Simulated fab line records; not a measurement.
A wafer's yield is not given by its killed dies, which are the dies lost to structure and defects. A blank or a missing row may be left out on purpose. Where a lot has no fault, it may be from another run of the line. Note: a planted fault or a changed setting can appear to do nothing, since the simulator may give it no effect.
The tool behind it: which one?    flow n5-finfet    21 lots with 63 wafers sampled at 4 steps, on a route of 1938 steps

WHAT THE GAUGES SHOWED, per wafer
N5_MOL_CONTACT_COAG_INSPECT_97: inspects for defects (darkfield). Usual: 46 for raw-defect-count, sd 18.
lot   measured      on                 raw-defect-count  flag
L074  day 5 13:52   defect-inspect-01  24 28 39          
L075  day 5 19:23   defect-inspect-01  47 45 64          
L076  day 6 00:33   defect-inspect-01  47 54 28          
L077  day 6 09:30   defect-inspect-01  32 22 31          
L078  day 6 12:29   defect-inspect-02  32 39 27          
L080  day 7 04:41   defect-inspect-01  56 63 66          
L081  day 7 07:42   defect-inspect-01  25 40 61          
L082  day 7 10:41   defect-inspect-01  33 36 65          
L084  day 7 23:49   defect-inspect-01  52 48 51          
L085  day 8 05:31   defect-inspect-01  39 21 21          
L086  day 8 16:55   defect-inspect-02  40 49 51          
L087  day 8 20:41   defect-inspect-02  60 47 68          
L088  day 9 01:21   defect-inspect-01  31 33 41          
L089  day 9 04:23   defect-inspect-02  29 42 49          
L090  day 9 08:08   defect-inspect-02  61 62 82          
L092  day 9 18:37   defect-inspect-01  80 27 40          
L093  day 10 00:39  defect-inspect-02  35 41 36          
L094  day 10 08:34  defect-inspect-02  48 79 72          
L095  day 10 14:58  defect-inspect-02  51 54 36          
L096  day 11 00:14  defect-inspect-01  25 25 21          
L097  day 11 03:14  defect-inspect-01  35 69 38          

N5_BEOL_M0_SAQP_CD_MEAS_29 targets a cd of 14.4 nm. Usual: 14.98 nm for cd-nm, sd 0.22.
lot   measured      on         cd-nm (nm)         flag
L074  day 5 19:53   cd-sem-02  14.58 14.68 14.89  
L075  day 6 00:53   cd-sem-02  15.11 14.88 14.88  
L076  day 6 07:50   cd-sem-03  14.95 15.07 14.92  
L077  day 6 15:58   cd-sem-02  15.04 14.90 15.37  
L078  day 6 18:16   cd-sem-01  14.80 14.66 14.72  
L080  day 7 09:50   cd-sem-01  15.45 14.94 15.44  
L081  day 7 13:24   cd-sem-02  15.26 14.93 14.91  
L082  day 7 15:47   cd-sem-02  15.06 15.30 14.79  
L084  day 8 05:45   cd-sem-03  14.65 15.01 14.96  
L085  day 8 11:47   cd-sem-03  14.96 14.78 14.75  
L086  day 9 00:13   cd-sem-02  15.06 15.13 15.01  
L087  day 9 02:45   cd-sem-02  15.00 15.16 15.05  
L088  day 9 06:35   cd-sem-02  15.18 14.68 14.61  
L089  day 9 09:47   cd-sem-01  15.09 14.63 15.04  
L090  day 9 14:10   cd-sem-03  14.82 15.06 15.02  
L092  day 10 02:42  cd-sem-01  15.08 14.82 15.08  
L093  day 10 07:05  cd-sem-01  15.07 15.24 14.77  
L094  day 10 15:29  cd-sem-02  14.81 15.09 14.75  
L095  day 10 21:46  cd-sem-02  14.68 15.06 14.53  
L096  day 11 05:47  cd-sem-01  15.16 15.05 14.59  
L097  day 11 09:04  cd-sem-02  15.07 14.69 14.55  

WHICH TOOL RAN EACH LOT (tool, then ch and the chambers of the sampled wafers, then the start)
lot   N5_BEOL_M0_SAQP_PECVD_96         N5_BEOL_M0_SAQP_DESCUM_19
L074  pecvd-03 ch 0,1, day 5 14:45     rie-diel-04 ch 0,1,2, day 5 15:31
L075  pecvd-04 ch 1,2, day 5 20:33     rie-diel-04 ch 0,1,2, day 5 21:29
L076  pecvd-04 ch 0,1,2, day 6 03:46   rie-diel-03 ch 0,1, day 6 04:23
L077  pecvd-03 ch 0,1,2, day 6 11:34   rie-diel-06 ch 0,1, day 6 12:35
L078  pecvd-03 ch 0,1,2, day 6 13:55   rie-diel-03 ch 2,3, day 6 14:40
L080  pecvd-04 ch 1,2, day 7 05:37     rie-diel-04 ch 0,2,3, day 7 06:22
L081  pecvd-04 ch 0,1, day 7 08:42     rie-diel-06 ch 0,1,3, day 7 09:20
L082  pecvd-04 ch 0,2, day 7 11:32     rie-diel-04 ch 1,2,3, day 7 12:17
L084  pecvd-04 ch 0,1,2, day 8 01:01   rie-diel-06 ch 1,2,3, day 8 01:41
L085  pecvd-03 ch 0,1, day 8 06:37     rie-diel-03 ch 1,2,3, day 8 07:50
L086  pecvd-02 ch 0,2, day 8 20:01     rie-diel-04 ch 0,2,3, day 8 20:54
L087  pecvd-03 ch 0,1,2, day 8 21:58   rie-diel-03 ch 0,1,3, day 8 22:50
L088  pecvd-03 ch 0,1, day 9 02:38     rie-diel-06 ch 1,2,3, day 9 03:16
L089  pecvd-04 ch 0,2, day 9 05:22     rie-diel-04 ch 0,2,3, day 9 06:03
L090  pecvd-02 ch 1,2, day 9 09:02     rie-diel-03 ch 1,2,3, day 9 09:47
L092  pecvd-04 ch 0,1, day 9 22:19     rie-diel-06 ch 0,1,3, day 9 23:10
L093  pecvd-03 ch 0,1, day 10 01:18    rie-diel-04 ch 1,2,3, day 10 02:05
L094  pecvd-04 ch 0,1,2, day 10 10:25  rie-diel-06 ch 0,2,3, day 10 11:13
L095  pecvd-02 ch 0,1,2, day 10 16:07  rie-diel-03 ch 0,3, day 10 16:55
L096  pecvd-02 ch 1,2, day 11 01:44    rie-diel-06 ch 0,1,3, day 11 02:26
L097  pecvd-02 ch 1,2, day 11 04:34    rie-diel-03 ch 1,2,3, day 11 05:25
- N5_BEOL_M0_SAQP_PECVD_96: deposits a-Si from SiH4/He, target thk 45 nm, time 45.2 s.
- N5_BEOL_M0_SAQP_DESCUM_19: chemistry O2, time 7.9 s.

AS READ BY THE TOOLS THEMSELVES (means over the sampled wafers that have a number; for cases with no such wafer, the mark the record gives instead)
N5_BEOL_M0_SAQP_PECVD_96. Usual: heater-power-w 711 W, standard deviation 71; rf-fwd-power-W 99.0 W, standard deviation 0.45; showerhead-plenum-p-Torr 5.67 Torr, standard deviation 0.06; susceptor-temp-C 349.99 C, standard deviation 0.21; throttle-valve-pct 18.3 %, standard deviation 0.68.
lot   tool      heater-power-w (W)  rf-fwd-power-W (W)  showerhead-plenum-p-Torr (Torr)  susceptor-temp-C (C)  throttle-valve-pct (%)  flag
L074  pecvd-03  711                 98.6                5.64                             350.08                18.6                    
L075  pecvd-04  728                 99.1                5.70                             350.09                17.4                    
L076  pecvd-04  744                 99.3                5.66                             350.14                18.3                    
L077  pecvd-03  720                 99.0                5.64                             350.29                18.4                    
L078  pecvd-03  687                 98.7                5.65                             349.99                18.5                    
L080  pecvd-04  703                 99.2                5.70                             349.71                17.5                    
L081  pecvd-04  760                 99.2                5.60                             350.16                18.6                    
L082  pecvd-04  715                 99.3                5.72                             349.70                17.7                    
L084  pecvd-04  729                 98.7                5.66                             350.01                18.1                    
L085  pecvd-03  727                 98.9                5.68                             349.71                18.2                    
L086  pecvd-02  599                 98.9                5.73                             350.06                18.3                    
L087  pecvd-03  686                 98.7                5.65                             350.01                18.3                    
L088  pecvd-03  730                 98.7                5.65                             349.87                18.6                    
L089  pecvd-04  790                 99.4                5.69                             350.11                18.5                    
L090  pecvd-02  685                 99.0                5.70                             350.10                18.7                    
L092  pecvd-04  761                 98.9                5.63                             349.97                18.9                    
L093  pecvd-03  714                 98.9                5.68                             350.18                18.3                    
L094  pecvd-04  745                 99.1                5.67                             350.04                18.1                    
L095  pecvd-02  644                 98.8                5.71                             349.80                18.6                    
L096  pecvd-02  611                 99.1                5.71                             350.02                18.6                    
L097  pecvd-02  679                 99.2                5.71                             350.03                18.7                    

N5_BEOL_M0_SAQP_DESCUM_19. Usual: drypump-motor-current-A 5.7 A, standard deviation 0.57; oes-product-au 0.83 a.u., standard deviation 0.1; rf-fwd-power-W 49.47 W, standard deviation 0.23; rf-vpp-V 243.9 V, standard deviation 1.4; showerhead-plenum-p-Torr 2.14 Torr, standard deviation 0.073; throttle-valve-pct 20.33 %, standard deviation 0.25.
lot   tool         drypump-motor-current-A (A)  oes-product-au (a.u.)  rf-fwd-power-W (W)  rf-vpp-V (V)  showerhead-plenum-p-Torr (Torr)  throttle-valve-pct (%)  flag
L074  rie-diel-04  5.5                          0.87                   49.68               244.4         2.18                             20.33                   
L075  rie-diel-04  5.5                          0.85                   49.71               244.8         2.18                             20.33                   
L076  rie-diel-03  5.6                          0.73                   49.25               243.5         2.11                             20.48                   
L077  rie-diel-06  6.5                          0.79                   49.64               244.1         2.16                             20.47                   
L078  rie-diel-03  5.8                          0.88                   49.64               244.1         2.16                             20.48                   
L080  rie-diel-04  5.8                          0.92                   49.47               243.6         2.17                             20.27                   
L081  rie-diel-06  6.2                          0.81                   49.55               243.7         2.14                             20.38                   
L082  rie-diel-04  5.2                          0.84                   49.50               244.7         2.17                             20.13                   
L084  rie-diel-06  6.0                          0.81                   49.35               243.3         2.10                             20.23                   
L085  rie-diel-03  5.6                          0.78                   49.55               243.9         2.14                             20.55                   
L086  rie-diel-04  5.8                          0.90                   49.48               244.4         2.16                             20.29                   
L087  rie-diel-03  5.8                          0.87                   49.36               245.3         2.21                             20.36                   
L088  rie-diel-06  6.1                          0.78                   49.47               243.0         2.10                             20.22                   
L089  rie-diel-04  5.8                          0.88                   49.62               244.8         2.16                             20.31                   
L090  rie-diel-03  5.6                          0.77                   49.59               244.2         2.13                             20.56                   
L092  rie-diel-06  6.2                          0.79                   49.70               244.1         2.13                             20.40                   
L093  rie-diel-04  5.2                          0.90                   49.46               244.7         2.16                             20.05                   
L094  rie-diel-06  5.8                          0.84                   49.22               242.1         2.10                             20.19                   
L095  rie-diel-03  6.1                          0.90                   49.33               244.8         2.23                             20.32                   
L096  rie-diel-06  6.2                          0.77                   49.61               244.0         2.13                             20.41                   
L097  rie-diel-03  5.6                          0.76                   49.46               243.9         2.13                             20.58                   

THE ANSWER, worked out from the rows above alone
Rule: a lot is off if the mean of its wafers that have a number lies more than 3 standard deviations from the usual mean. Also off: a lot with no number at a reading for which 4 or more lots have one. Any other lot the step has rows for is counted as sound. Order of review: gauges by route order, followed by the tools' own readings, for which a lot's mean as printed above is used. At the first step where some lot is off, the reading lying furthest off is the one used; lots without a number count as furthest.
No lot is off on any of the readings shown, so nothing can be concluded from this.

WHAT THE SIMULATOR PUT IN
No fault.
